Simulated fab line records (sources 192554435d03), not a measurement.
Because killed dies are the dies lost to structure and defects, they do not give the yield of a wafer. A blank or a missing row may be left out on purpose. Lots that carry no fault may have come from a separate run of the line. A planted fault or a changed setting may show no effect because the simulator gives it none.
Which of the tools did it?	flow n5_finfet	24 lots with 72 wafers sampled at 6 steps, on a route of 1938 steps

## WHAT THE GAUGES READ, wafer by wafer
N5_BEOL_M0_RS_MEAS_126: uses a four-point probe to measure. Usual: for M0_RS the level is 0.544 ohm/sq and the standard deviation is 0.023.
lot	measured	on	M0_RS (ohm/sq)	flag
L074	day 6 13:24	film_metro-01	0.609 0.575 0.576	
L076	day 6 15:47	film_metro-01	0.549 0.564 0.532	
L077	day 7 06:13	film_metro-02	0.554 0.567 0.529	
L078	day 7 11:32	film_metro-02	0.528 0.544 0.544	
L075	day 7 09:58	film_metro-01	0.577 0.554 0.564	
L079	day 7 15:47	film_metro-01	0.559 0.569 0.603	
L080	day 7 18:32	film_metro-02	0.546 0.587 0.534	
L081	day 8 00:35	film_metro-01	0.521 0.575 0.528	
L082	day 8 04:54	film_metro-01	0.553 0.552 0.542	
L083	day 8 08:27	film_metro-01	0.558 0.527 0.542	
L084	day 8 20:28	film_metro-02	0.509 0.498 0.527	
L085	day 9 01:25	film_metro-01	0.485 0.499 0.514	
L086	day 9 03:28	film_metro-02	0.547 0.531 0.551	
L087	day 9 07:40	film_metro-02	0.586 0.534 0.528	
L088	day 9 12:44	film_metro-02	0.523 0.536 0.564	
L089	day 10 02:49	film_metro-01	0.550 0.501 0.525	
L090	day 10 07:32	film_metro-02	0.537 0.523 0.512	
L091	day 10 12:21	film_metro-01	0.530 0.538 0.532	
L092	day 10 15:59	film_metro-01	0.546 0.573 0.533	
L093	day 10 20:17	film_metro-02	0.577 0.533 0.513	
L094	day 11 02:35	film_metro-02	0.557 0.542 0.523	
L095	day 11 07:53	film_metro-01	0.523 0.545 0.535	
L096	day 11 17:38	film_metro-02	0.537 0.549 0.534	
L097	day 12 01:05	film_metro-01	0.554 0.563 0.540	

N5_BEOL_M1_THK_MEAS_01. Usual: for M1_ILD_THK the level is 79.0 nm and the standard deviation is 1.1.
lot	measured	on	M1_ILD_THK (nm)	flag
L074	day 6 13:32	film_metro-02	78.0 79.3 77.9	
L076	day 6 15:55	film_metro-02	79.4 81.9 80.2	
L077	day 7 06:21	film_metro-01	78.3 77.6 79.9	
L078	day 7 11:40	film_metro-02	77.2 79.0 79.9	
L075	day 7 10:05	film_metro-01	77.7 80.1 79.5	
L079	day 7 15:55	film_metro-01	77.1 77.7 78.9	
L080	day 7 18:40	film_metro-02	78.9 80.0 80.1	
L081	day 8 00:43	film_metro-01	77.8 78.3 79.5	
L082	day 8 05:02	film_metro-01	78.0 78.7 78.8	
L083	day 8 08:35	film_metro-01	79.8 78.4 79.0	
L084	day 8 20:36	film_metro-02	78.8 78.3 78.5	
L085	day 9 01:32	film_metro-02	78.0 79.6 80.1	
L086	day 9 03:36	film_metro-02	76.8 77.4 79.3	
L087	day 9 07:48	film_metro-01	79.0 78.9 79.3	
L088	day 9 12:53	film_metro-02	79.7 79.8 80.9	
L089	day 10 02:57	film_metro-01	78.0 79.7 79.9	
L090	day 10 07:41	film_metro-02	76.1 78.4 77.6	
L091	day 10 12:29	film_metro-02	80.4 79.7 80.3	
L092	day 10 16:07	film_metro-01	77.2 78.7 77.8	
L093	day 10 20:25	film_metro-02	79.8 79.9 81.1	
L094	day 11 02:43	film_metro-02	77.5 77.9 78.2	
L095	day 11 08:01	film_metro-01	78.3 78.0 79.3	
L096	day 11 17:46	film_metro-02	78.5 78.8 79.0	
L097	day 12 01:13	film_metro-01	78.0 79.8 81.1	

## WHICH TOOL RAN EACH LOT (tool, then ch and the chambers of the sampled wafers, then the start)
lot	N5_BEOL_M0_SAQP_MANDREL2_REMOVE_110	N5_BEOL_M0_SAQP_CUT_ETCH_46	N5_BEOL_M0_SAQP_ALD_48	N5_BEOL_M0_ALD_136
L074	rie_si-05 ch 1,2,3, day 6 04:39	rie_diel-06 ch 0,2,3, day 6 05:16	ald_sin-02 ch 0,3, day 6 05:28	ald_metal-02 ch 0,3, day 6 09:38
L076	rie_si-04 ch 0,1,2, day 6 07:00	rie_diel-06 ch 1,2, day 6 07:47	ald_sin-02 ch 0,3, day 6 07:59	ald_metal-04 ch 0,1,2, day 6 13:38
L077	rie_si-05 ch 0,1,2, day 6 23:20	rie_diel-06 ch 1,3, day 6 23:58	ald_sin-01 ch 1,2, day 7 00:37	ald_metal-02 ch 1,3, day 7 04:11
L078	rie_si-06 ch 2,3, day 7 01:42	rie_diel-02 ch 0,1,2, day 7 02:26	ald_sin-03 ch 0,1, day 7 02:39	ald_metal-02 ch 0,2,3, day 7 09:14
L075	rie_si-04 ch 0,3, day 7 01:46	rie_diel-03 ch 0,1,2, day 7 02:30	ald_sin-01 ch 0,1,3, day 7 02:42	ald_metal-04 ch 0,1,2, day 7 08:02
L079	rie_si-05 ch 0,2,3, day 7 02:12	rie_diel-03 ch 1,2,3, day 7 02:49	ald_sin-03 ch 0,1,3, day 7 03:09	ald_metal-04 ch 1,2,3, day 7 11:32
L080	rie_si-05 ch 1,2,3, day 7 07:50	rie_diel-02 ch 0,2, day 7 08:38	ald_sin-02 ch 2,3, day 7 08:50	ald_metal-02 ch 0,1,3, day 7 15:55
L081	rie_si-05 ch 1,2,3, day 7 14:20	rie_diel-03 ch 0,3, day 7 15:05	ald_sin-02 ch 0,1,2, day 7 16:11	ald_metal-04 ch 1,3, day 7 21:41
L082	rie_si-05 ch 2,3, day 7 19:50	rie_diel-02 ch 1,2,3, day 7 20:28	ald_sin-01 ch 1,2,3, day 7 22:06	ald_metal-04 ch 0,2,3, day 8 01:58
L083	rie_si-05 ch 0,2, day 8 01:11	rie_diel-06 ch 1,3, day 8 02:13	ald_sin-02 ch 0,2,3, day 8 02:25	ald_metal-01 ch 1,2, day 8 06:26
L084	rie_si-05 ch 0,1,3, day 8 11:23	rie_diel-02 ch 0,1,3, day 8 12:16	ald_sin-01 ch 0,2, day 8 12:33	ald_metal-04 ch 0,2, day 8 18:04
L085	rie_si-06 ch 1,2,3, day 8 17:44	rie_diel-06 ch 0,1, day 8 18:51	ald_sin-02 ch 0,2,3, day 8 19:03	ald_metal-04 ch 0,1,3, day 8 22:10
L086	rie_si-06 ch 0,1, day 8 20:14	rie_diel-06 ch 0,2, day 8 20:59	ald_sin-01 ch 1,2,3, day 8 21:14	ald_metal-04 ch 0,2,3, day 9 01:13
L087	rie_si-06 ch 1,3, day 8 23:25	rie_diel-03 ch 0,1,2, day 9 00:24	ald_sin-03 ch 0,2,3, day 9 00:36	ald_metal-02 ch 0,1,3, day 9 05:01
L088	rie_si-05 ch 0,1, day 9 05:21	rie_diel-06 ch 0,1, day 9 06:12	ald_sin-02 ch 1,2, day 9 06:24	ald_metal-01 ch 0,3, day 9 10:46
L089	rie_si-05 ch 0,2, day 9 14:49	rie_diel-02 ch 2,3, day 9 15:38	ald_sin-02 ch 1,2,3, day 9 15:50	ald_metal-04 ch 1,2, day 10 00:41
L090	rie_si-05 ch 1,2,3, day 9 16:46	rie_diel-06 ch 0,2,3, day 9 17:23	ald_sin-03 ch 1,2,3, day 9 17:35	ald_metal-01 ch 0,1,3, day 10 05:23
L091	rie_si-04 ch 0,1, day 9 19:13	rie_diel-06 ch 0,2,3, day 9 19:58	ald_sin-01 ch 1,2,3, day 9 20:10	ald_metal-04 ch 0,2,3, day 10 10:24
L092	rie_si-06 ch 0,1,2, day 10 05:02	rie_diel-06 ch 1,2,3, day 10 05:40	ald_sin-03 ch 0,1, day 10 05:52	ald_metal-01 ch 1,2, day 10 12:25
L093	rie_si-06 ch 0,1, day 10 08:58	rie_diel-02 ch 0,2, day 10 09:35	ald_sin-02 ch 1,2,3, day 10 09:47	ald_metal-02 ch 2,3, day 10 18:03
L094	rie_si-06 ch 0,1,2, day 10 19:59	rie_diel-02 ch 2,3, day 10 20:37	ald_sin-02 ch 1,2,3, day 10 20:49	ald_metal-01 ch 1,2,3, day 11 00:38
L095	rie_si-04 ch 2,3, day 11 00:49	rie_diel-06 ch 0,3, day 11 01:26	ald_sin-03 ch 1,2,3, day 11 01:38	ald_metal-01 ch 2,3, day 11 05:53
L096	rie_si-06 ch 0,1,2, day 11 04:19	rie_diel-03 ch 2,3, day 11 04:56	ald_sin-01 ch 0,1, day 11 06:08	ald_metal-02 ch 0,1,3, day 11 13:35
L097	rie_si-04 ch 0,1, day 11 11:20	rie_diel-06 ch 0,1,2, day 11 11:58	ald_sin-01 ch 1,2, day 11 12:10	ald_metal-02 ch 1,2,3, day 11 19:47
- N5_BEOL_M0_SAQP_MANDREL2_REMOVE_110: chemistry HBr/Cl2/O2, target a-Si, stops on SiCN, bt time 10 s.
- N5_BEOL_M0_SAQP_CUT_ETCH_46: etches SOC in N2/H2, target depth 135 nm, overetch 27 nm, time 202.5 s.
- N5_BEOL_M0_SAQP_ALD_48: deposits SiO2, target thk 20 nm, pulse time 1 s, co reactant pulse time 1 s.
- N5_BEOL_M0_ALD_136: deposits TaN, pulse time 2 s, purge time 3 s, co reactant purge time 2 s.

## WHAT THE TOOLS THEMSELVES READ (means of the sampled wafers that have a number; where no wafer has one, the mark that the record gives instead)
N5_BEOL_M0_SAQP_MANDREL2_REMOVE_110. Usual: drypump_motor_current_A 5.8 A, standard deviation 0.4; oes_o_777_au 0.99 a.u., standard deviation 0.067; oes_product_au 1.000 a.u., standard deviation 0.016; throttle_valve_pct 36.5 %, standard deviation 0.47.
lot	tool	drypump_motor_current_A (A)	oes_o_777_au (a.u.)	oes_product_au (a.u.)	throttle_valve_pct (%)	flag
L074	rie_si-05	5.5	0.99	1.002	36.7	
L076	rie_si-04	5.7	0.99	1.022	36.5	
L077	rie_si-05	5.7	0.99	0.992	36.8	
L078	rie_si-06	6.0	1.01	0.987	36.3	
L075	rie_si-04	6.2	1.10	1.012	36.1	
L079	rie_si-05	5.6	0.96	1.005	36.9	
L080	rie_si-05	5.5	0.99	0.991	36.7	
L081	rie_si-05	5.5	0.99	1.004	36.7	
L082	rie_si-05	5.4	0.96	1.003	36.8	
L083	rie_si-05	5.9	0.96	0.988	37.0	
L084	rie_si-05	5.9	1.03	1.010	36.5	
L085	rie_si-06	6.0	1.00	0.984	36.3	
L086	rie_si-06	6.0	0.94	0.983	36.3	
L087	rie_si-06	5.9	0.99	0.984	36.3	
L088	rie_si-05	5.9	1.06	1.010	36.4	
L089	rie_si-05	5.9	0.97	1.006	37.0	
L090	rie_si-05	5.5	0.99	0.996	36.7	
L091	rie_si-04	5.8	0.99	1.018	36.2	
L092	rie_si-06	6.0	0.95	0.994	36.2	
L093	rie_si-06	6.1	0.92	0.995	36.3	
L094	rie_si-06	6.1	0.96	0.981	36.2	
L095	rie_si-04	6.1	1.10	1.016	36.4	
L096	rie_si-06	6.1	0.96	0.990	36.2	
L097	rie_si-04	5.4	0.97	1.006	36.0	

N5_BEOL_M0_SAQP_CUT_ETCH_46. Usual: drypump_motor_current_A 5.7 A, standard deviation 0.33; h2_flow_sccm 200.0 sccm, standard deviation 0.62; rf_vpp_V 523.8 V, standard deviation 3; showerhead_plenum_p_Torr 2.53 Torr, standard deviation 0.1; throttle_valve_pct 17.8 %, standard deviation 0.33.
lot	tool	drypump_motor_current_A (A)	h2_flow_sccm (sccm)	rf_vpp_V (V)	showerhead_plenum_p_Torr (Torr)	throttle_valve_pct (%)	flag
L074	rie_diel-06	5.6	199.7	523.3	2.52	17.8	
L076	rie_diel-06	5.7	199.7	525.5	2.58	17.6	
L077	rie_diel-06	5.6	199.7	521.1	2.42	18.2	
L078	rie_diel-02	5.5	199.3	522.6	2.48	17.9	
L075	rie_diel-03	5.7	200.1	523.8	2.52	17.8	
L079	rie_diel-03	6.1	200.0	523.4	2.53	17.6	
L080	rie_diel-02	5.8	199.6	522.2	2.45	17.8	
L081	rie_diel-03	5.6	199.8	523.8	2.51	17.9	
L082	rie_diel-02	5.3	199.5	524.5	2.56	17.8	
L083	rie_diel-06	5.5	199.9	520.5	2.42	18.2	
L084	rie_diel-02	5.4	199.9	525.2	2.56	17.7	
L085	rie_diel-06	5.7	200.4	522.9	2.47	17.5	
L086	rie_diel-06	5.7	200.3	524.6	2.54	17.3	
L087	rie_diel-03	5.7	199.0	523.1	2.51	17.8	
L088	rie_diel-06	5.7	200.4	522.2	2.47	17.5	
L089	rie_diel-02	5.7	200.1	523.1	2.52	17.9	
L090	rie_diel-06	5.6	199.8	526.0	2.61	17.5	
L091	rie_diel-06	5.6	200.1	526.1	2.61	17.6	
L092	rie_diel-06	5.6	200.4	524.9	2.59	17.8	
L093	rie_diel-02	5.8	200.0	521.8	2.44	17.8	
L094	rie_diel-02	5.7	200.1	522.1	2.51	18.0	
L095	rie_diel-06	5.5	199.5	527.4	2.64	17.8	
L096	rie_diel-03	6.3	199.7	523.9	2.49	17.6	
L097	rie_diel-06	5.7	199.5	523.7	2.51	17.6	

N5_BEOL_M0_SAQP_ALD_48. Usual: heater_power_w 80 W, standard deviation 9.1; precursor_pulse_height_rel 0.997, standard deviation 0.018.
lot	tool	heater_power_w (W)	precursor_pulse_height_rel	flag
L074	ald_sin-02	71	0.997	
L076	ald_sin-02	71	0.995	
L077	ald_sin-01	90	1.011	
L078	ald_sin-03	73	0.993	
L075	ald_sin-01	80	0.988	
L079	ald_sin-03	77	0.978	
L080	ald_sin-02	70	0.997	
L081	ald_sin-02	80	1.013	
L082	ald_sin-01	82	1.000	
L083	ald_sin-02	76	0.998	
L084	ald_sin-01	91	0.999	
L085	ald_sin-02	75	0.986	
L086	ald_sin-01	84	0.997	
L087	ald_sin-03	77	0.984	
L088	ald_sin-02	79	1.003	
L089	ald_sin-02	76	1.006	
L090	ald_sin-03	77	0.984	
L091	ald_sin-01	85	1.004	
L092	ald_sin-03	74	0.990	
L093	ald_sin-02	76	1.016	
L094	ald_sin-02	76	0.978	
L095	ald_sin-03	79	0.989	
L096	ald_sin-01	74	0.996	
L097	ald_sin-01	79	1.023	

N5_BEOL_M0_ALD_136. Usual: heater_power_w 438 W, standard deviation 47; precursor_vessel_temp_c 75.00 C, standard deviation 0.14.
lot	tool	heater_power_w (W)	precursor_vessel_temp_c (C)	flag
L074	ald_metal-02	408	74.90	
L076	ald_metal-04	466	75.03	
L077	ald_metal-02	452	75.02	
L078	ald_metal-02	395	75.00	
L075	ald_metal-04	459	74.99	
L079	ald_metal-04	449	75.04	
L080	ald_metal-02	421	75.10	
L081	ald_metal-04	429	74.95	
L082	ald_metal-04	483	74.90	
L083	ald_metal-01	455	74.95	
L084	ald_metal-04	481	74.99	
L085	ald_metal-04	465	75.18	
L086	ald_metal-04	484	74.90	
L087	ald_metal-02	416	75.06	
L088	ald_metal-01	411	74.94	
L089	ald_metal-04	443	74.93	
L090	ald_metal-01	441	74.98	
L091	ald_metal-04	485	74.97	
L092	ald_metal-01	417	74.99	
L093	ald_metal-02	419	74.94	
L094	ald_metal-01	436	75.03	
L095	ald_metal-01	406	74.87	
L096	ald_metal-02	414	75.07	
L097	ald_metal-02	445	74.96	

## THE ANSWER, worked out from the rows above alone
Rule: a lot is off if the mean of its wafers that have a number lies more than 3 standard deviations from the usual mean. A lot without any number at a reading at which 4 lots or more have one is off too. The other lots that the step has rows for count as sound. Order of review: gauges by route order, followed by the tools' own readings, for which a lot's mean as printed above is used. At the first step where some lot is off, the reading lying furthest off is the one used; lots without a number count as furthest.
No lot is off at any reading shown: from this, nothing can be told.

## WHAT THE SIMULATOR HAD INSERTED
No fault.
